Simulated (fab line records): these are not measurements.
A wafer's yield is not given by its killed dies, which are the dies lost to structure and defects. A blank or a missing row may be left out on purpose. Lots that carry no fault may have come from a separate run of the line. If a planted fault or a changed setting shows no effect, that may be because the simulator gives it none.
fab line records | flow n5-finfet
record lots=7 | wafers=39
route steps=1938 shown WELL_APT@39 DUMMY_GATE@237 MOL_CONTACT_COAG@531
start-h: hours from the record's opening day to when the first of the lot's shown wafers began | wait-h: hours from the lot's prior step to this one | " as in the row above | L1.1+2: a single row standing in for several wafers | - no value, or no start was given | * or withheld: withheld | < > ~ a bound
route shown NAME@n: a module of which the file shows steps, and the number in the route of the first | usual: mean/standard deviation taken from wafers without a fault | same: alike in all rows | chamber/n: place in a boat | sites: per-site readings | _std_site: standard deviation across them | _edge_site: mean of outer sites minus mean of inner sites | radius-mm: for every site, how far away it sits from the centre of the wafer | mask NAME#n: copy n | behind: the tool/chamber that last shaped the wafer | hold: cause of the lot's hold/its duration in hours/its outcome | device: which transistor (n, p or np) failed to switch | end of line: tests of these same wafers at the route's end | where a step has no rows: the recipe by itself | killed: at the first sort, the dies lost to defects and structure; wafer yield is something else | map: shows each die of a wafer: x if killed, . if not, _ if none is there
set.NAME: the setting the step ran with; set.NAME@STEP: the setting that earlier step ran with | model.NAME: the simulator's own value behind a step, which no gauge read
lots where settings were altered on purpose, with a table for each step and a row for each wafer
## steps
# step N5_WELL_APT_EXPOSE_22
# recipe mask-id=PWELL | na=0.8 | source-shape=conventional | sigma-outer=0.8 | polarization=unpolarized | defocus-nm=0 | target-cd-nm=200 | dose-mj=23.2
lot.wafer  | tool           | chamber | start-h | wait-h | mask    | set.dose-mj
L074.1+2+5 | krf-scanner-01 | 0       | 14.80   | -      | PWELL#0 | 23.2
L074.3+4+6 | "              | 0       | "       | "      | PWELL#0 | 21.84
L075.1+3+4 | krf-scanner-02 | 0       | 20.63   | -      | PWELL#0 | 23.2
L075.2+5+6 | "              | 0       | "       | "      | PWELL#0 | 24.64
L078.2+5+6 | krf-scanner-01 | 0       | 38.67   | -      | PWELL#0 | 23.2
L082.1+3+4 | krf-scanner-02 | 0       | 63.26   | -      | PWELL#0 | 23.2
L082.2+5+6 | "              | 0       | "       | "      | PWELL#0 | 24.12
L086.1+2+5 | krf-scanner-02 | 0       | 86.76   | -      | PWELL#0 | 21.94
L086.3+4+6 | "              | 0       | "       | "      | PWELL#0 | 23.2
L087.1+2+3 | krf-scanner-01 | 0       | 92.80   | -      | PWELL#0 | 23.73
L087.4+5+6 | "              | 0       | "       | "      | PWELL#0 | 23.2
L096.1+4+5 | krf-scanner-02 | 0       | 146.76  | -      | PWELL#0 | 23.2
L096.2+3+6 | "              | 0       | "       | "      | PWELL#0 | 21.59
# step N5_WELL_APT_PEB_23
# recipe peb-temp-c=130 | peb-time-s=90
# step N5_WELL_APT_DEVELOP_24
# recipe develop-time-s=45 | rinse-liquid=surfactant-rinse | dry=air-spin | dev-temp-c=21
# step N5_WELL_APT_HARDBAKE_29
# recipe temp-c=130 | time-s=120
# step N5_WELL_APT_CD_MEAS_25
# recipe target-cd-nm=200 | landing-energy-ev=500 | detector=se-inlens
# usual cd-nm=199.4/2.1
lot.wafer | tool      | chamber | start-h | wait-h | set.dose-mj@WELL_APT_EXPOSE_22 | cd-nm
L074.1    | cd-sem-01 | 0       | 14.97   | -      | 23.2                           | 200.5
L074.2    | "         | 0       | "       | "      | 23.2                           | 198.5
L074.3    | "         | 0       | "       | "      | 21.84                          | 189.5
L074.4    | "         | 0       | "       | "      | 21.84                          | 187.3
L074.5    | "         | 0       | "       | "      | 23.2                           | 196.4
L074.6    | "         | 0       | "       | "      | 21.84                          | 188.8
L075.1    | cd-sem-03 | 0       | 20.80   | -      | 23.2                           | 199.7
L075.2    | "         | 0       | "       | "      | 24.64                          | 208.5
L075.3    | "         | 0       | "       | "      | 23.2                           | 197.8
L075.4    | "         | 0       | "       | "      | 23.2                           | 201.1
L075.5    | "         | 0       | "       | "      | 24.64                          | 208.8
L075.6    | "         | 0       | "       | "      | 24.64                          | 207.7
L078.2    | cd-sem-02 | 0       | 38.84   | -      | 23.2                           | 200.3
L078.5    | "         | 0       | "       | "      | 23.2                           | 199.2
L078.6    | "         | 0       | "       | "      | 23.2                           | 198.7
L082.1    | cd-sem-02 | 0       | 63.43   | -      | 23.2                           | 201.3
L082.2    | "         | 0       | "       | "      | 24.12                          | 210.8
L082.3    | "         | 0       | "       | "      | 23.2                           | 200.2
L082.4    | "         | 0       | "       | "      | 23.2                           | 199.8
L082.5    | "         | 0       | "       | "      | 24.12                          | 210.5
L082.6    | "         | 0       | "       | "      | 24.12                          | 207.0
L086.1    | cd-sem-03 | 0       | 86.93   | -      | 21.94                          | 186.5
L086.2    | "         | 0       | "       | "      | 21.94                          | 184.4
L086.3    | "         | 0       | "       | "      | 23.2                           | 197.4
L086.4    | "         | 0       | "       | "      | 23.2                           | 198.9
L086.5    | "         | 0       | "       | "      | 21.94                          | 187.9
L086.6    | "         | 0       | "       | "      | 23.2                           | 195.2
L087.1    | cd-sem-02 | 0       | 92.97   | -      | 23.73                          | 203.2
L087.2    | "         | 0       | "       | "      | 23.73                          | 205.7
L087.3    | "         | 0       | "       | "      | 23.73                          | 201.3
L087.4    | "         | 0       | "       | "      | 23.2                           | 197.0
L087.5    | "         | 0       | "       | "      | 23.2                           | 197.9
L087.6    | "         | 0       | "       | "      | 23.2                           | 199.7
L096.1    | cd-sem-01 | 0       | 146.93  | -      | 23.2                           | 193.5
L096.2    | "         | 0       | "       | "      | 21.59                          | 186.2
L096.3    | "         | 0       | "       | "      | 21.59                          | 187.0
L096.4    | "         | 0       | "       | "      | 23.2                           | 198.0
L096.5    | "         | 0       | "       | "      | 23.2                           | 195.3
L096.6    | "         | 0       | "       | "      | 21.59                          | 184.3
# step N5_WELL_APT_DESCUM_30
# recipe chemistry=O2 | time-s=7.9 | source-power-w=50 | bias-power-w=20 | pressure-mtorr=20 | rf-frequency-hz=2.712e+07 | temp-c=40 | o2-flow-sccm=225
lot.wafer | tool        | chamber | start-h | wait-h | set.dose-mj@WELL_APT_EXPOSE_22 | model.WELL_APT.cd-nm
L074.1    | rie-diel-05 | 3       | 15.06   | 0.0    | 23.2                           | 200.6
L074.2    | "           | 2       | "       | "      | 23.2                           | 198.5
L074.3    | "           | 0       | "       | "      | 21.84                          | 189.5
L074.4    | "           | 1       | "       | "      | 21.84                          | 187.2
L074.5    | "           | 1       | "       | "      | 23.2                           | 196.3
L074.6    | "           | 2       | "       | "      | 21.84                          | 188.4
L075.1    | rie-diel-05 | 0       | 20.92   | 0.1    | 23.2                           | 199.8
L075.2    | "           | 1       | "       | "      | 24.64                          | 208.2
L075.3    | "           | 3       | "       | "      | 23.2                           | 198.1
L075.4    | "           | 2       | "       | "      | 23.2                           | 201
L075.5    | "           | 3       | "       | "      | 24.64                          | 209
L075.6    | "           | 2       | "       | "      | 24.64                          | 207.2
L078.2    | rie-diel-02 | 1       | 39.03   | 0.1    | 23.2                           | 200.1
L078.5    | "           | 0       | "       | "      | 23.2                           | 199
L078.6    | "           | 1       | "       | "      | 23.2                           | 198.7
L082.1    | rie-diel-04 | 2       | 63.52   | 0.0    | 23.2                           | 201.5
L082.2    | "           | 0       | "       | "      | 24.12                          | 210.6
L082.3    | "           | 1       | "       | "      | 23.2                           | 200.3
L082.4    | "           | 1       | "       | "      | 23.2                           | 199.7
L082.5    | "           | 2       | "       | "      | 24.12                          | 210.3
L082.6    | "           | 0       | "       | "      | 24.12                          | 207.1
L086.1    | rie-diel-05 | 3       | 87.07   | 0.1    | 21.94                          | 186
L086.2    | "           | 1       | "       | "      | 21.94                          | 184.2
L086.3    | "           | 0       | "       | "      | 23.2                           | 197.5
L086.4    | "           | 2       | "       | "      | 23.2                           | 198.7
L086.5    | "           | 2       | "       | "      | 21.94                          | 187.6
L086.6    | "           | 1       | "       | "      | 23.2                           | 195.4
L087.1    | rie-diel-04 | 0       | 93.06   | 0.0    | 23.73                          | 202.9
L087.2    | "           | 2       | "       | "      | 23.73                          | 205.9
L087.3    | "           | 3       | "       | "      | 23.73                          | 201.1
L087.4    | "           | 1       | "       | "      | 23.2                           | 197.2
L087.5    | "           | 1       | "       | "      | 23.2                           | 198.2
L087.6    | "           | 0       | "       | "      | 23.2                           | 199.7
L096.1    | rie-diel-02 | 0       | 147.04  | 0.1    | 23.2                           | 193.8
L096.2    | "           | 3       | "       | "      | 21.59                          | 186.2
L096.3    | "           | 2       | "       | "      | 21.59                          | 187
L096.4    | "           | 3       | "       | "      | 23.2                           | 197.6
L096.5    | "           | 2       | "       | "      | 23.2                           | 195.5
L096.6    | "           | 0       | "       | "      | 21.59                          | 184.2
# step N5_DUMMY_GATE_ETCH_37
# recipe chemistry=N2/H2 | target=SOC | target-depth-a=600 | overetch-a=300 | temp-c=40 | ion-energy-ev=200 | pressure-mtorr=30 | source-w=840 | bias-w=150 | n2-flow-sccm=200 | h2-flow-sccm=200
# usual rf-vpp-V=522.7/1.6
lot.wafer | tool        | chamber | start-h | wait-h | set.source-w | rf-vpp-V
L074.1    | rie-diel-01 | 1       | 48.23   | 0.0    | 840          | 522.4
L074.2    | "           | 2       | "       | "      | 840          | 523.0
L074.3    | "           | 3       | "       | "      | 840          | 523.7
L074.4    | "           | 0       | "       | "      | 840          | 522.7
L074.5    | "           | 1       | "       | "      | 840          | 523.6
L074.6    | "           | 2       | "       | "      | 840          | 523.6
L075.1    | rie-diel-06 | 0       | 57.91   | 0.0    | 840          | 522.1
L075.2    | "           | 3       | "       | "      | 913.9        | 509.4
L075.3    | "           | 2       | "       | "      | 913.9        | 510.0
L075.4    | "           | 1       | "       | "      | 840          | 520.1
L075.5    | "           | 1       | "       | "      | 840          | 521.5
L075.6    | "           | 2       | "       | "      | 913.9        | 508.7
L078.2    | rie-diel-06 | 3       | 70.40   | 0.0    | 840          | 520.6
L078.5    | "           | 0       | "       | "      | 840          | 521.7
L078.6    | "           | 1       | "       | "      | 840          | 521.2
L082.1    | rie-diel-01 | 2       | 99.43   | 0.0    | 781          | 536.2
L082.2    | "           | 0       | "       | "      | 781          | 536.7
L082.3    | "           | 1       | "       | "      | 840          | 523.5
L082.4    | "           | 3       | "       | "      | 781          | 537.8
L082.5    | "           | 2       | "       | "      | 840          | 523.3
L082.6    | "           | 1       | "       | "      | 840          | 522.6
L086.1    | rie-diel-01 | 3       | 121.61  | 0.0    | 840          | 524.1
L086.2    | "           | 1       | "       | "      | 914.2        | 508.0
L086.3    | "           | 2       | "       | "      | 914.2        | 507.7
L086.4    | "           | 3       | "       | "      | 914.2        | 510.4
L086.5    | "           | 2       | "       | "      | 840          | 523.0
L086.6    | "           | 1       | "       | "      | 840          | 522.2
L087.1    | rie-diel-06 | 3       | 131.91  | 0.0    | 840          | 521.8
L087.2    | "           | 0       | "       | "      | 773.8        | 538.0
L087.3    | "           | 2       | "       | "      | 773.8        | 539.1
L087.4    | "           | 1       | "       | "      | 840          | 521.8
L087.5    | "           | 0       | "       | "      | 773.8        | 537.0
L087.6    | "           | 1       | "       | "      | 840          | 520.0
L096.1    | rie-diel-03 | 3       | 179.73  | 0.0    | 840          | 518.2
L096.2    | "           | 0       | "       | "      | 840          | 526.4
L096.3    | "           | 1       | "       | "      | 840          | 522.0
L096.4    | "           | 2       | "       | "      | 840          | 523.3
L096.5    | "           | 1       | "       | "      | 840          | 521.4
L096.6    | "           | 0       | "       | "      | 840          | 524.0
# step N5_MOL_CONTACT_COAG_ETCH_105
# recipe chemistry=CF4 | target=SiARC | target-depth-a=156 | mask-material=CAR-EUV | time-s=26 | ion-energy-ev=80 | pressure-mtorr=40 | source-w=545 | bias-w=36 | Ar_flow_sccm=100 | cf4-flow-sccm=100 | ends=cleared
# usual rf-vpp-V=184.6/1.1
lot.wafer | tool        | chamber | start-h | wait-h | set.bias-w | rf-vpp-V
L074.1    | rie-diel-02 | 2       | 88.86   | 0.0    | 36         | 184.2
L074.2    | "           | 3       | "       | "      | 36         | 183.1
L074.3    | "           | 1       | "       | "      | 36         | 184.1
L074.4    | "           | 0       | "       | "      | 36         | 183.6
L074.5    | "           | 1       | "       | "      | 36         | 184.2
L074.6    | "           | 0       | "       | "      | 36         | 184.0
L075.1    | rie-diel-05 | 3       | 101.49  | 0.0    | 30.61      | 165.2
L075.2    | "           | 0       | "       | "      | 36         | 184.9
L075.3    | "           | 2       | "       | "      | 30.61      | 167.1
L075.4    | "           | 1       | "       | "      | 36         | 184.4
L075.5    | "           | 0       | "       | "      | 36         | 186.8
L075.6    | "           | 3       | "       | "      | 30.61      | 166.0
L078.2    | rie-diel-02 | 0       | 110.58  | 0.0    | 36         | 184.2
L078.5    | "           | 0       | "       | "      | 36         | 185.0
L078.6    | "           | 1       | "       | "      | 36         | 184.7
L082.1    | rie-diel-02 | 0       | 141.65  | 0.0    | 36         | 185.0
L082.2    | "           | 1       | "       | "      | 37.98      | 191.5
L082.3    | "           | 2       | "       | "      | 37.98      | 190.4
L082.4    | "           | 0       | "       | "      | 37.98      | 192.1
L082.5    | "           | 2       | "       | "      | 36         | 182.3
L082.6    | "           | 1       | "       | "      | 36         | 184.4
L086.1    | rie-diel-02 | 2       | 161.36  | 0.0    | 36         | 184.1
L086.2    | "           | 3       | "       | "      | 36         | 183.8
L086.3    | "           | 0       | "       | "      | 36         | 184.9
L086.4    | "           | 2       | "       | "      | 36         | 183.9
L086.5    | "           | 0       | "       | "      | 36         | 184.9
L086.6    | "           | 3       | "       | "      | 36         | 183.2
L087.1    | rie-diel-05 | 2       | 172.79  | 0.0    | 36         | 184.4
L087.2    | "           | 0       | "       | "      | 36         | 184.5
L087.3    | "           | 3       | "       | "      | 36         | 186.5
L087.4    | "           | 3       | "       | "      | 36         | 183.2
L087.5    | "           | 0       | "       | "      | 36         | 185.5
L087.6    | "           | 2       | "       | "      | 36         | 184.6
L096.1    | rie-diel-04 | 3       | 222.25  | 0.0    | 36         | 185.9
L096.2    | "           | 1       | "       | "      | 36         | 183.1
L096.3    | "           | 2       | "       | "      | 36         | 186.2
L096.4    | "           | 0       | "       | "      | 36         | 183.4
L096.5    | "           | 1       | "       | "      | 36         | 185.4
L096.6    | "           | 0       | "       | "      | 36         | 182.7
# step N5_MOL_CONTACT_COAG_ETCH_110
# recipe chemistry=CF4/O2 | target=Si | target-depth-a=25 | time-s=8 | pressure-mtorr=100 | source-w=200 | bias-w=12 | ion-energy-ev=60 | Ar_flow_sccm=100 | cf4-flow-sccm=100 | O2_flow_sccm=10
# usual rf-vpp-V=127.4/2.8
lot.wafer | tool        | chamber | start-h | wait-h | set.bias-w | rf-vpp-V | model.etch.depth-nm
L074.1    | rie-diel-02 | 2       | 89.09   | 0.0    | 12         | 127.1    | 2.499
L074.2    | "           | 3       | "       | "      | 10.46      | 109.5    | 2.349
L074.3    | "           | 1       | "       | "      | 12         | 131.6    | 2.409
L074.4    | "           | 0       | "       | "      | 12         | 128.5    | 2.471
L074.5    | "           | 1       | "       | "      | 10.46      | 118.0    | 2.263
L074.6    | "           | 0       | "       | "      | 10.46      | 113.7    | 2.347
L075.1    | rie-diel-05 | 3       | 101.71  | 0.0    | 12         | 132.0    | 2.452
L075.2    | "           | 0       | "       | "      | 12         | 128.6    | 2.47
L075.3    | "           | 2       | "       | "      | 12         | 125.0    | 2.473
L075.4    | "           | 1       | "       | "      | 12.72      | 133.0    | 2.553
L075.5    | "           | 0       | "       | "      | 12.72      | 136.1    | 2.541
L075.6    | "           | 3       | "       | "      | 12.72      | 138.0    | 2.502
L078.2    | rie-diel-02 | 0       | 110.80  | 0.0    | 12         | 127.9    | 2.435
L078.5    | "           | 0       | "       | "      | 12         | 126.5    | 2.446
L078.6    | "           | 1       | "       | "      | 12         | 131.8    | 2.418
L082.1    | rie-diel-02 | 0       | 141.87  | 0.0    | 12.83      | 136.0    | 2.519
L082.2    | "           | 1       | "       | "      | 12.83      | 139.5    | 2.488
L082.3    | "           | 2       | "       | "      | 12         | 126.4    | 2.478
L082.4    | "           | 0       | "       | "      | 12         | 127.9    | 2.452
L082.5    | "           | 2       | "       | "      | 12.83      | 135.3    | 2.556
L082.6    | "           | 1       | "       | "      | 12         | 130.9    | 2.414
L086.1    | rie-diel-02 | 2       | 161.58  | 0.0    | 12         | 128.0    | 2.481
L086.2    | "           | 3       | "       | "      | 13.74      | 137.0    | 2.613
L086.3    | "           | 0       | "       | "      | 12         | 126.4    | 2.468
L086.4    | "           | 2       | "       | "      | 13.74      | 143.1    | 2.624
L086.5    | "           | 0       | "       | "      | 13.74      | 142.2    | 2.586
L086.6    | "           | 3       | "       | "      | 12         | 122.9    | 2.432
L087.1    | rie-diel-05 | 2       | 173.01  | 0.0    | 10         | 106.4    | 2.294
L087.2    | "           | 0       | "       | "      | 12         | 128.3    | 2.465
L087.3    | "           | 3       | "       | "      | 12         | 131.8    | 2.453
L087.4    | "           | 3       | "       | "      | 12         | 132.6    | 2.451
L087.5    | "           | 0       | "       | "      | 10         | 111.2    | 2.297
L087.6    | "           | 2       | "       | "      | 10         | 107.3    | 2.294
L096.1    | rie-diel-04 | 3       | 222.48  | 0.0    | 9.797      | 108.2    | 2.341
L096.2    | "           | 1       | "       | "      | 9.797      | 106.2    | 2.278
L096.3    | "           | 2       | "       | "      | 12         | 123.7    | 2.554
L096.4    | "           | 0       | "       | "      | 9.797      | 107.6    | 2.271
L096.5    | "           | 1       | "       | "      | 12         | 124.6    | 2.494
L096.6    | "           | 0       | "       | "      | 12         | 127.9    | 2.47
# step N5_MOL_CONTACT_COAG_IMPLANT_129
# recipe species=Ge | energy-kev=3 | dose-cm2=6e+14 | tilt-deg=0 | rotation-deg=0
lot.wafer        | tool         | chamber | start-h | wait-h | set.energy-kev | model.implant.rp-nm | model.implant.drp-nm
L074.1+4+5       | implanter-02 | 0       | 89.24   | 0.0    | 2.108          | 5.012               | 1.717
L074.2+3+6       | "            | 0       | "       | "      | 3              | 6.08                | 2.134
L075.1+2+3+4+5+6 | implanter-01 | 0       | 101.87  | 0.0    | 3              | 6.09                | 2.134
L078.2+5+6       | implanter-02 | 0       | 110.98  | 0.1    | 3              | 6.163               | 2.134
L082.1+2+3+4+5+6 | implanter-01 | 0       | 142.03  | 0.0    | 3              | 6.361               | 2.134
L086.1+3+5       | implanter-02 | 0       | 161.74  | 0.0    | 3              | 6.235               | 2.134
L086.2+4+6       | "            | 0       | "       | "      | 2.172          | 5.223               | 1.748
L087.1+2+3+4+5+6 | implanter-02 | 0       | 173.17  | 0.0    | 3              | 6.126               | 2.134
L096.1+4+6       | implanter-02 | 0       | 222.63  | 0.0    | 2.447          | 5.536               | 1.881
L096.2+3+5       | "            | 0       | "       | "      | 3              | 6.195               | 2.134
# step N5_MOL_CONTACT_COAG_ALD_27
# recipe material=SiOC | target-thk-a=170 | temp-c=400 | ald-precursor-family=carbosiloxane | ald-co-reactant=H2-plasma | pulse-time-s=1.5 | time-s=2720 | purge-time-s=2 | co-reactant-purge-time-s=2 | ald-cycles=340 | pressure-torr=2
lot.wafer    | tool       | chamber | start-h | wait-h | set.time-s | model.SiOC_of_MOL_CONTACT_COAG_ALD_27.thk-nm
L074.1+2+3+6 | ald-sin-03 | 1,0,2,1 | 96.92   | 0.0    | 2720       | 17
L074.4+5     | "          | 3,0     | "       | "      | 2720       | 16.8
L075.1+5+6   | ald-sin-04 | 3,0,1   | 106.35  | 0.0    | 2720       | 17
L075.2+3+4   | "          | 0,1,2   | "       | "      | 2378       | 14.8
L078.2+5+6   | ald-sin-04 | 2,2,1   | 117.64  | 0.0    | 2720       | 17.2
L082.1+2+3   | ald-sin-04 | 3,2,1   | 147.90  | 0.0    | 3118       | 17
L082.4+5+6   | "          | 0,2,1   | "       | "      | 2720       | 17
L086.1+5     | ald-sin-03 | 2,3     | 168.81  | 0.0    | 2720       | 17
L086.2       | "          | 1       | "       | "      | 2720       | 16.8
L086.3+4+6   | "          | 0,3,0   | "       | "      | 3146       | 17
L087.1+2     | ald-sin-03 | 2,3     | 185.07  | 2.0    | 2720       | 17.2
L087.3       | "          | 0       | "       | "      | 2720       | 17
L087.4+5+6   | "          | 1,0,1   | "       | "      | 3128       | 17
L096.1+5+6   | ald-sin-04 | 0,3,0   | 229.78  | 0.1    | 2720       | 17
L096.2       | "          | 2       | "       | "      | 2534       | 16
L096.3+4     | "          | 3,1     | "       | "      | 2534       | 15.8
## key
split step=N5_WELL_APT_EXPOSE_22 | setting=dose-mj | stated=23.2 | by=wafer
response step=N5_WELL_APT_CD_MEAS_25 | reading=cd-nm | change=+1.68 | per=1% | r=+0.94
response step=N5_WELL_APT_DESCUM_30 | reading=model.WELL_APT.cd-nm | change=+1.68 | per=1% | r=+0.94
split step=N5_DUMMY_GATE_ETCH_37 | setting=source-w | stated=840 | by=wafer
response step=N5_DUMMY_GATE_ETCH_37 | reading=rf-vpp-V | change=-1.72 | per=1% | r=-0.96
split step=N5_MOL_CONTACT_COAG_ETCH_105 | setting=bias-w | stated=36 | by=wafer
response step=N5_MOL_CONTACT_COAG_ETCH_105 | reading=rf-vpp-V | change=+1.3 | per=1% | r=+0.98
split step=N5_MOL_CONTACT_COAG_ETCH_110 | setting=bias-w | stated=12 | by=wafer
response step=N5_MOL_CONTACT_COAG_ETCH_110 | reading=rf-vpp-V | change=+1.14 | per=1% | r=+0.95
response step=N5_MOL_CONTACT_COAG_ETCH_110 | reading=model.etch.depth-nm | change=+0.0106 | per=1% | r=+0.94
split step=N5_MOL_CONTACT_COAG_IMPLANT_129 | setting=energy-kev | stated=3 | by=wafer
response step=N5_MOL_CONTACT_COAG_IMPLANT_129 | reading=model.implant.rp-nm | change=+0.0362 | per=1% | r=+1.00
response step=N5_MOL_CONTACT_COAG_IMPLANT_129 | reading=model.implant.drp-nm | change=+0.014 | per=1% | r=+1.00
split step=N5_MOL_CONTACT_COAG_ALD_27 | setting=time-s | stated=2720 | by=wafer
response step=N5_MOL_CONTACT_COAG_ALD_27 | reading=model.SiOC_of_MOL_CONTACT_COAG_ALD_27.thk-nm | shape=bent | at-lowest=14.8 | at-stated=17.02 | at-highest=17
